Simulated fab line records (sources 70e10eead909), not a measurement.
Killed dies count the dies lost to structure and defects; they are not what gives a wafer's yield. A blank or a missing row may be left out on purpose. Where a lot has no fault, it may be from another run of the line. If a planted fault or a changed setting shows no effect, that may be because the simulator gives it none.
Chamber matching	flow nand_harc	pecvd-01 running NHARC_A_SGD_CUT_DEP_00: 3 sister chambers
The step deposits SiNx, target thk 50 nm. 3 wafers are shown with their chamber, then 7 later ones without.

== EACH WAFER AND ITS CHAMBER ==
wafer	chamber	heater_power_outer_w (W)
L858.5	1	454
L859.3	0	459
L859.4	2	370

== WAFERS WITHOUT THEIR CHAMBER ==
wafer	heater_power_outer_w (W)
L859.5	465
L872.1	494
L872.2	434
L872.6	426
L873.3	518
L873.4	514
L873.5	437

== WHICH CHAMBER EACH WENT THROUGH ==
wafer	from the rows above	in truth
L859.5	can't be placed: 0 or 1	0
L872.1	can't be placed: 0 or 1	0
L872.2	can't be placed: 1 or 0 or 2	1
L872.6	can't be placed: 1 or 0 or 2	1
L873.3	can't be placed: 0 or 1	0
L873.4	can't be placed: 0 or 1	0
L873.5	can't be placed: 1 or 0 or 2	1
Placed correctly: 0 of 7. Cannot be placed on the basis of these rows: 7; the candidates contain the true chamber in 7. Wrongly placed: 0.
How it was worked out, from the rows above alone: a wafer's distance from a chamber is the root of the sum, over the readings, of the square of ((its reading less the chamber's mean) divided by the reading's scatter). If the next closest chamber is less than 2 further off than the closest, the wafer can't be placed; otherwise it belongs to the closest. A chamber's mean is the mean of its shown wafers. The scatter: with one shown wafer a chamber, the root of the mean of the squares of how far each hidden wafer lies from its nearest shown one.
